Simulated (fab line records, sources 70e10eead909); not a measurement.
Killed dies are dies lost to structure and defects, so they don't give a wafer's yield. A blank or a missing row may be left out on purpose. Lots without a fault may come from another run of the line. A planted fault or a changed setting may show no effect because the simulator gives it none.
Which tool did it? | flow nand_harc | 15 lots, 45 wafers sampled, at 4 steps of a route of 1302

WHAT THE GAUGES READ, wafer by wafer
The record holds no reading of a measuring or inspecting step that can be judged against a usual standard deviation.

WHICH TOOL RAN EACH LOT (tool, then ch and the chambers of the sampled wafers, then the start)
lot  | NHARC_P_GATE_STRIP_101             | NHARC_P_GATE_PEB_89               | NHARC_P_GATE_DESCUM_93             | NHARC_P_GATE_STRIP_113
L969 | rie_diel-10 ch 0,1,2, day 6 01:42  | litho_track-02 ch 0, day 6 05:46  | rie_diel-05 ch 0,1,3, day 6 06:02  | plasma_asher-02 ch 0,1, day 6 06:23
L968 | rie_diel-05 ch 2,3, day 6 02:25    | litho_track-07 ch 0, day 6 06:38  | rie_diel-10 ch 1,2, day 6 06:53    | plasma_asher-01 ch 0,1, day 6 07:16
L976 | rie_diel-10 ch 1,2, day 9 05:35    | litho_track-02 ch 0, day 9 09:40  | rie_diel-08 ch 0,1, day 9 09:54    | plasma_asher-02 ch 0, day 9 10:23
L977 | rie_diel-08 ch 0,1,3, day 9 17:17  | litho_track-07, day 9 21:36       | rie_diel-10 ch 2,3, day 9 21:52    | plasma_asher-02 ch 0,1, day 9 22:13
L978 | rie_diel-05 ch 2,3, day 10 06:14   | litho_track-05, day 10 10:42      | rie_diel-05 ch 0,1,2, day 10 10:56 | plasma_asher-02 ch 0, day 10 11:26
L979 | rie_diel-08 ch 1,2,3, day 10 12:04 | litho_track-07, day 10 16:06      | rie_diel-10 ch 0,1,3, day 10 16:22 | plasma_asher-01 ch 0,1, day 10 16:52
L982 | rie_diel-05 ch 1,2,3, day 11 10:56 | litho_track-02 ch 0, day 11 15:16 | rie_diel-08 ch 0,1,2, day 11 15:31 | plasma_asher-01 ch 0,1, day 11 15:54
L981 | rie_diel-08 ch 0,1,3, day 11 11:13 | litho_track-05 ch 0, day 11 15:37 | rie_diel-05 ch 0,2,3, day 11 15:52 | plasma_asher-01 ch 0,1, day 11 16:49
L983 | rie_diel-08 ch 1,2,3, day 12 05:23 | litho_track-07 ch 0, day 12 09:35 | rie_diel-10 ch 1,2,3, day 12 09:51 | plasma_asher-02 ch 0,1, day 12 10:19
L984 | rie_diel-10 ch 0,2,3, day 12 19:54 | litho_track-02 ch 0, day 12 23:57 | rie_diel-10 ch 0,3, day 13 00:13   | plasma_asher-02 ch 0,1, day 13 00:35
L985 | rie_diel-08 ch 0,2,3, day 13 00:26 | litho_track-07 ch 0, day 13 04:30 | rie_diel-10 ch 0,3, day 13 04:46   | plasma_asher-01 ch 0,1, day 13 05:14
L986 | rie_diel-05 ch 0,1,2, day 13 13:43 | litho_track-07 ch 0, day 13 17:50 | rie_diel-10 ch 0,1,2, day 13 18:05 | plasma_asher-01 ch 0,1, day 13 18:27
L987 | rie_diel-05 ch 0,1,2, day 13 18:46 | litho_track-07 ch 0, day 13 23:04 | rie_diel-08 ch 0,2,3, day 13 23:20 | plasma_asher-01 ch 0,1, day 13 23:41
L989 | rie_diel-05 ch 0,1,2, day 14 15:23 | litho_track-07 ch 0, day 14 19:34 | rie_diel-08 ch 0,3, day 14 19:49   | plasma_asher-01 ch 0, day 14 20:18
L990 | rie_diel-05 ch 0,1,3, day 15 07:20 | litho_track-07 ch 0, day 15 11:48 | rie_diel-08 ch 1,2,3, day 15 12:05 | plasma_asher-02 ch 0,1, day 15 12:42
- NHARC_P_GATE_STRIP_101: strips in O2, time 20 s.
- NHARC_P_GATE_PEB_89: peb time 85 s.
- NHARC_P_GATE_DESCUM_93: chemistry O2, time 3 s.
- NHARC_P_GATE_STRIP_113: strips in N2/H2, time 740 s.

WHAT THE TOOLS THEMSELVES READ (means of the sampled wafers that have a number; where no wafer has one, the mark that the record gives instead)
NHARC_P_GATE_STRIP_101.
lot  | tool        | drypump_motor_current_A (A) | oes_product_au (a.u.) | rf_vpp_V (V) | showerhead_plenum_p_Torr (Torr) | throttle_valve_pct (%)
L969 | rie_diel-10 | 5.8                         | 1.005                 | 57.8         | 3.53                            | 17.043
L968 | rie_diel-05 | 6.0                         | 0.991                 | 58.7         | 3.75                            | 17.035
L976 | rie_diel-10 | 5.1                         | 1.001                 | 59.0         | 3.62                            | 17.027
L977 | rie_diel-08 | 5.5                         | 0.998                 | 58.4         | 3.53                            | 17.045
L978 | rie_diel-05 | 5.9                         | 1.001                 | 57.6         | 3.76                            | 17.042
L979 | rie_diel-08 | 5.8                         | 0.991                 | 58.3         | 3.62                            | 17.032
L982 | rie_diel-05 | 5.7                         | 0.998                 | 58.8         | 3.76                            | 17.041
L981 | rie_diel-08 | 5.5                         | 1.002                 | 58.3         | 3.53                            | 17.033
L983 | rie_diel-08 | 5.8                         | 0.997                 | 57.9         | 3.62                            | 17.040
L984 | rie_diel-10 | 5.7                         | 1.000                 | 57.9         | 3.68                            | 17.042
L985 | rie_diel-08 | 5.4                         | 1.004                 | 58.3         | 3.57                            | 17.038
L986 | rie_diel-05 | 5.6                         | 1.005                 | 58.9         | 3.70                            | 17.031
L987 | rie_diel-05 | 5.6                         | 1.001                 | 59.2         | 3.70                            | 17.042
L989 | rie_diel-05 | 5.6                         | 1.002                 | 58.0         | 3.70                            | 17.027
L990 | rie_diel-05 | 5.8                         | 0.997                 | 58.2         | 3.68                            | 17.034

NHARC_P_GATE_PEB_89.
lot  | tool           | chill_plate_temp_C (C) | exhaust_pa (Pa)
L969 | litho_track-02 | 23.04                  | 45.0
L968 | litho_track-07 | 23.05                  | 45.1
L976 | litho_track-02 | 22.94                  | 45.2
L977 | litho_track-07 | -                      | -
L978 | litho_track-05 | -                      | -
L979 | litho_track-07 | -                      | -
L982 | litho_track-02 | 22.84                  | 44.7
L981 | litho_track-05 | 22.94                  | 45.5
L983 | litho_track-07 | 22.99                  | 44.1
L984 | litho_track-02 | 23.16                  | 45.2
L985 | litho_track-07 | 22.95                  | 45.3
L986 | litho_track-07 | 22.88                  | 45.5
L987 | litho_track-07 | 23.14                  | 45.0
L989 | litho_track-07 | 23.07                  | 45.0
L990 | litho_track-07 | 23.05                  | 44.3

NHARC_P_GATE_DESCUM_93.
lot  | tool        | drypump_motor_current_A (A) | oes_product_au (a.u.) | rf_vpp_V (V) | showerhead_plenum_p_Torr (Torr) | throttle_valve_pct (%)
L969 | rie_diel-05 | 5.7                         | 1.005                 | 58.4         | 2.00                            | 11.306
L968 | rie_diel-10 | 5.1                         | 1.003                 | 57.8         | 1.97                            | 11.311
L976 | rie_diel-08 | 5.4                         | 1.002                 | 57.7         | 1.89                            | 11.312
L977 | rie_diel-10 | 5.1                         | 0.994                 | 58.4         | 2.05                            | 11.313
L978 | rie_diel-05 | 5.6                         | 1.003                 | 57.4         | 2.01                            | 11.322
L979 | rie_diel-10 | 5.8                         | 1.001                 | 57.6         | 1.92                            | 11.309
L982 | rie_diel-08 | 5.7                         | 0.995                 | 57.3         | 1.93                            | 11.316
L981 | rie_diel-05 | 5.9                         | 0.998                 | 58.0         | 2.00                            | 11.304
L983 | rie_diel-10 | 5.2                         | 0.993                 | 58.3         | 1.97                            | 11.301
L984 | rie_diel-10 | 6.2                         | 1.011                 | 57.9         | 1.94                            | 11.311
L985 | rie_diel-10 | 5.7                         | 1.006                 | 58.9         | 2.00                            | 11.304
L986 | rie_diel-10 | 5.7                         | 1.002                 | 58.8         | 1.91                            | 11.312
L987 | rie_diel-08 | 5.4                         | 0.997                 | 57.7         | 1.94                            | 11.307
L989 | rie_diel-08 | 5.2                         | 0.998                 | 57.9         | 1.91                            | 11.308
L990 | rie_diel-08 | 5.7                         | 0.993                 | 57.4         | 1.96                            | 11.306

NHARC_P_GATE_STRIP_113.
lot  | tool            | drypump_motor_current_A (A) | heater_power_w (W)
L969 | plasma_asher-02 | 5.6                         | 91
L968 | plasma_asher-01 | 5.0                         | 83
L976 | plasma_asher-02 | 5.9                         | 89
L977 | plasma_asher-02 | 5.6                         | 91
L978 | plasma_asher-02 | 5.9                         | 88
L979 | plasma_asher-01 | 5.0                         | 86
L982 | plasma_asher-01 | 5.0                         | 86
L981 | plasma_asher-01 | 5.0                         | 88
L983 | plasma_asher-02 | 5.6                         | 93
L984 | plasma_asher-02 | 5.6                         | 92
L985 | plasma_asher-01 | 5.0                         | 87
L986 | plasma_asher-01 | 5.0                         | 88
L987 | plasma_asher-01 | 5.0                         | 85
L989 | plasma_asher-01 | 4.9                         | 87
L990 | plasma_asher-02 | 5.6                         | 92

THE ANSWER, worked out from the rows above alone
Rule: what is usual is taken from the lots themselves. Put in order of their means at a reading, lots are off if they are a third of the lots or fewer, leave a main group of 4 or more, and stand apart from it by a gap of 3 or more times the standard deviation of the main group's means; of several such gaps the widest counts. A main group whose means are all the same, to the digits that the tables above print for the reading, isn't used. A lot without any number at a reading at which 4 lots or more have one is off too. The other lots that the step has rows for count as sound. The gauges are gone through in route order, then the tools' own readings, and for those a lot's mean is taken as printed above. The first step at which some lot is off is used, and at that step the reading that is off furthest; a lot without a number counts as furthest.
Off: L977, L978, L979, at NHARC_P_GATE_PEB_89 (chill_plate_temp_C). Without a number there: L977, L978, L979. The main group: mean 23.00 C, standard deviation 0.094.
A tool fits if, at that step or a process step before it, it ran every lot that is off, and no sound lot after the first of them. None of those tried fits.

WHAT THE SIMULATOR HAD PUT IN
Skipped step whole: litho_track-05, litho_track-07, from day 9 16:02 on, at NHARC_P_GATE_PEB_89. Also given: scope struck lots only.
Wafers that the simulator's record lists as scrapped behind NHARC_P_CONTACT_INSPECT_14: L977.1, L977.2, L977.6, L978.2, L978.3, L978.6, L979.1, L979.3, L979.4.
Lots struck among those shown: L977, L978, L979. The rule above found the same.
